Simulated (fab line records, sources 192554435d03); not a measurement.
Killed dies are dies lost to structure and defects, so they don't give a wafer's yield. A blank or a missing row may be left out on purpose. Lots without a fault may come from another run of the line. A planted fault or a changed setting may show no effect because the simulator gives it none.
Which tool did it? | flow n5_finfet | 10 lots, 30 wafers sampled, at 5 steps of a route of 1938

WHAT THE GAUGES READ, wafer by wafer
N5_BEOL_M3_THK_MEAS_53: measures by xrf. Usual: M3_THK 40.4 nm, standard deviation 1.5.
lot  | measured     | on            | M3_THK (nm)    | flag
L789 | day 8 03:56  | film_metro-01 | 41.2 41.0 41.3 |
L791 | day 8 10:08  | film_metro-01 | 40.1 41.0 41.9 |
L790 | day 8 10:16  | film_metro-02 | 40.1 38.6 40.1 |
L793 | day 8 17:31  | film_metro-02 | 40.2 41.1 42.0 |
L795 | day 9 00:58  | film_metro-02 | 41.6 42.4 41.1 |
L798 | day 10 00:49 | film_metro-01 | 39.6 40.1 41.5 |
L797 | day 10 02:10 | film_metro-02 | 40.3 40.2 41.4 |
L807 | day 12 18:50 | film_metro-01 | 40.0 39.2 41.7 |
L808 | day 13 02:59 | film_metro-02 | 38.2 38.3 39.6 |
L810 | day 13 09:06 | film_metro-02 | 37.1 40.3 39.3 |

N5_BEOL_M4_RC_MEAS_101. Usual: DIBL_N 35.8 mV/V, standard deviation 1.4; DIBL_P 35.8 mV/V, standard deviation 1.6; IOFF_N 0.152 nA/um, standard deviation 0.021; IOFF_P 0.204 nA/um, standard deviation 0.027; ION_N 672 uA/um, standard deviation 8.7; ION_P 461 uA/um, standard deviation 6.2; SS_N 71.5 mV/dec, standard deviation 0.54; SS_P 73.1 mV/dec, standard deviation 0.57; VT_N 250.0 mV, standard deviation 2.5; VT_P -250.6 mV, standard deviation 2.7.
lot  | measured     | on        | DIBL_N (mV/V)  | DIBL_P (mV/V)  | IOFF_N (nA/um)    | IOFF_P (nA/um)    | ION_N (uA/um) | ION_P (uA/um) | SS_N (mV/dec)  | SS_P (mV/dec)  | VT_N (mV)         | VT_P (mV)            | flag
L789 | day 8 16:16  | prober-01 | 35.2 33.2 34.6 | 35.6 33.7 34.7 | 0.168 0.141 0.152 | 0.230 0.197 0.206 | 678 680 673   | 466 463 463   | 71.2 70.2 71.4 | 72.4 72.3 73.0 | 247.5 251.0 249.4 | -248.2 -248.5 -247.2 |
L791 | day 8 23:56  | prober-02 | 34.7 35.5 35.3 | 34.2 35.7 34.9 | 0.138 0.151 0.144 | 0.192 0.212 0.207 | 671 678 673   | 461 464 460   | 71.9 71.5 71.2 | 73.5 73.1 73.0 | 247.8 248.7 247.1 | -249.0 -249.7 -249.5 |
L790 | day 9 00:26  | prober-01 | 36.7 35.8 35.3 | 38.0 37.4 36.7 | 0.175 0.163 0.156 | 0.212 0.192 0.185 | 683 692 680   | 463 462 461   | 72.8 72.6 72.0 | 73.2 72.9 72.8 | 251.0 249.6 250.9 | -252.0 -252.6 -254.4 |
L793 | day 9 07:11  | prober-02 | 35.7 35.0 35.7 | 36.7 35.6 37.1 | 0.159 0.147 0.171 | 0.223 0.202 0.229 | 679 667 686   | 466 464 463   | 72.1 71.3 71.1 | 73.0 72.2 72.8 | 247.3 246.3 245.7 | -249.0 -247.8 -248.5 |
L795 | day 9 23:45  | prober-02 | 36.8 34.2 36.4 | 37.3 34.0 37.8 | 0.168 0.117 0.171 | 0.235 0.185 0.241 | 688 671 680   | 473 464 470   | 71.8 70.6 72.0 | 74.4 73.1 73.7 | 249.5 252.3 249.9 | -250.4 -251.4 -248.4 |
L798 | day 10 14:46 | prober-02 | 37.4 35.9 35.4 | 36.9 35.8 34.2 | 0.174 0.151 0.139 | 0.204 0.184 0.163 | 678 673 669   | 457 455 452   | 71.3 71.7 71.7 | 72.9 72.6 72.9 | 247.5 249.7 251.3 | -251.8 -251.9 -254.3 |
L797 | day 10 17:40 | prober-02 | 37.8 36.7 36.5 | 39.7 38.3 38.4 | 0.184 0.150 0.155 | 0.225 0.195 0.202 | 672 670 665   | 456 455 455   | 71.7 72.2 72.2 | 73.4 73.2 73.6 | 248.0 251.5 248.2 | -251.6 -253.9 -252.6 |
L807 | day 13 03:52 | prober-01 | 36.2 37.8 36.0 | 35.7 38.1 35.0 | 0.165 0.204 0.163 | 0.241 0.281 0.226 | 672 679 673   | 468 466 461   | 71.8 72.0 72.0 | 73.2 73.2 73.2 | 247.8 245.2 249.5 | -249.2 -245.0 -249.3 |
L808 | day 13 14:13 | prober-02 | 34.4 37.6 36.8 | 32.6 37.1 35.8 | 0.107 0.159 0.135 | 0.163 0.227 0.200 | 665 670 660   | 465 465 457   | 71.2 71.1 72.2 | 72.1 73.9 73.2 | 252.2 249.6 253.0 | -253.7 -247.9 -249.8 |
L810 | day 13 20:19 | prober-01 | 37.1 37.5 37.0 | 36.6 37.4 37.1 | 0.175 0.194 0.192 | 0.236 0.260 0.255 | 681 680 692   | 469 468 478   | 71.5 71.4 70.6 | 73.4 74.0 73.7 | 250.5 246.3 244.7 | -247.9 -245.3 -246.4 |

WHICH TOOL RAN EACH LOT (tool, then ch and the chambers of the sampled wafers, then the start)
lot  | N5_BEOL_M3_SPUTTER_96        | N5_BEOL_M3_CO_CAP_55             | N5_BEOL_M4_COAT_73
L789 | pvd_sputter-03, day 8 03:08  | cvd_co-02 ch 0,1,2, day 8 04:01  | litho_track-01 ch 0, day 8 06:37
L791 | pvd_sputter-03, day 8 09:19  | cvd_co-02 ch 0,1,2, day 8 10:12  | litho_track-02 ch 0, day 8 11:23
L790 | pvd_sputter-01, day 8 09:28  | cvd_co-01 ch 0,1,2, day 8 10:20  | litho_track-01 ch 0, day 8 11:29
L793 | pvd_sputter-01, day 8 16:43  | cvd_co-02 ch 0,1,2, day 8 17:35  | litho_track-03 ch 0, day 8 19:38
L795 | pvd_sputter-01, day 9 00:11  | cvd_co-02 ch 0,2, day 9 01:06    | litho_track-01 ch 0, day 9 01:44
L798 | pvd_sputter-02, day 10 00:02 | cvd_co-01 ch 0,2, day 10 00:54   | litho_track-01 ch 0, day 10 02:59
L797 | pvd_sputter-03, day 10 01:10 | cvd_co-01 ch 1,2, day 10 02:14   | litho_track-03 ch 0, day 10 04:02
L807 | pvd_sputter-01, day 12 17:58 | cvd_co-02 ch 0,1,2, day 12 18:55 | litho_track-03 ch 0, day 12 20:14
L808 | pvd_sputter-03, day 13 02:11 | cvd_co-01 ch 0,1,2, day 13 03:04 | litho_track-03 ch 0, day 13 03:36
L810 | pvd_sputter-03, day 13 08:19 | cvd_co-02 ch 0,1, day 13 09:11   | litho_track-02 ch 0, day 13 10:27
- N5_BEOL_M3_SPUTTER_96: material Cu, target thk 4.5 nm, time 8.29 s.
- N5_BEOL_M3_CO_CAP_55: material Co, precursor CCTBA/H2, target thk 2 nm, time 102.1 s.
- N5_BEOL_M4_COAT_73: time 60 s, resist thk 5 nm.

WHAT THE TOOLS THEMSELVES READ (means of the sampled wafers that have a number; where no wafer has one, the mark that the record gives instead)
N5_BEOL_M3_SPUTTER_96. Usual: throttle_valve_pct 30.3 %, standard deviation 1.1.
lot  | tool           | throttle_valve_pct (%) | flag
L789 | pvd_sputter-03 | 30.5                   |
L791 | pvd_sputter-03 | 30.0                   |
L790 | pvd_sputter-01 | 29.6                   |
L793 | pvd_sputter-01 | 30.0                   |
L795 | pvd_sputter-01 | 29.7                   |
L798 | pvd_sputter-02 | 30.4                   |
L797 | pvd_sputter-03 | 30.0                   |
L807 | pvd_sputter-01 | 29.7                   |
L808 | pvd_sputter-03 | 30.1                   |
L810 | pvd_sputter-03 | 30.2                   |

N5_BEOL_M3_CO_CAP_55. Usual: chamber_pressure_Torr 30.01 Torr, standard deviation 0.069; heater_power_outer_w 122 W, standard deviation 14; heater_power_w 230 W, standard deviation 20.
lot  | tool      | chamber_pressure_Torr (Torr) | heater_power_outer_w (W) | heater_power_w (W) | flag
L789 | cvd_co-02 | 29.98                        | 129                      | 236                |
L791 | cvd_co-02 | 30.02                        | 131                      | 237                |
L790 | cvd_co-01 | 29.96                        | 111                      | 214                |
L793 | cvd_co-02 | 30.05                        | 128                      | 241                |
L795 | cvd_co-02 | 29.97                        | 125                      | 233                |
L798 | cvd_co-01 | 29.95                        | 118                      | 221                |
L797 | cvd_co-01 | 30.00                        | 103                      | 194                |
L807 | cvd_co-02 | 29.97                        | 129                      | 241                |
L808 | cvd_co-01 | 30.04                        | 112                      | 213                |
L810 | cvd_co-02 | 29.93                        | 138                      | 251                |

N5_BEOL_M4_COAT_73. Usual: heater_power_total_W 391.7 W, standard deviation 1.3; plate_temp_C 204.99 C, standard deviation 0.14.
lot  | tool           | heater_power_total_W (W) | plate_temp_C (C) | flag
L789 | litho_track-01 | 392.0                    | 204.97           |
L791 | litho_track-02 | 392.4                    | 204.84           |
L790 | litho_track-01 | 392.1                    | 205.08           |
L793 | litho_track-03 | 392.5                    | 205.13           |
L795 | litho_track-01 | 391.6                    | 204.86           |
L798 | litho_track-01 | 391.1                    | 204.98           |
L797 | litho_track-03 | 391.6                    | 204.83           |
L807 | litho_track-03 | 409.0                    | 211.86           | OFF
L808 | litho_track-03 | 408.4                    | 212.06           | OFF
L810 | litho_track-02 | 392.1                    | 204.97           |

THE ANSWER, worked out from the rows above alone
Rule: a lot is off if the mean of its wafers that have a number lies more than 3 standard deviations from the usual mean. A lot without any number at a reading at which 4 lots or more have one is off too. The other lots that the step has rows for count as sound. The gauges are gone through in route order, then the tools' own readings, and for those a lot's mean is taken as printed above. The first step at which some lot is off is used, and at that step the reading that is off furthest; a lot without a number counts as furthest.
Off: L807, L808, at N5_BEOL_M4_COAT_73 (plate_temp_C).
A tool fits if, at that step or a process step before it, it ran every lot that is off, and no sound lot after the first of them. One fits: litho_track-03 at N5_BEOL_M4_COAT_73. Its last sound lot is L797 (day 10 04:02), its first lot that is off L807 (day 12 20:14): a fault that began between those two fits.
The tool's own readings at N5_BEOL_M4_COAT_73 bear it out: on the lots that are off they differ by more than 5 times the standard deviation of the sound lots' means. heater_power_total_W reads 408.7 W there against 391.9 W on the sound lots; plate_temp_C reads 211.96 C there against 204.96 C on the sound lots.

WHAT THE SIMULATOR HAD PUT IN
Process parameter drift: litho_track-03, from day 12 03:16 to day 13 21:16, at N5_BEOL_M4_COAT_73. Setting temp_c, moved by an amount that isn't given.
Lots struck among those shown: L807, L808. The rule above found the same.
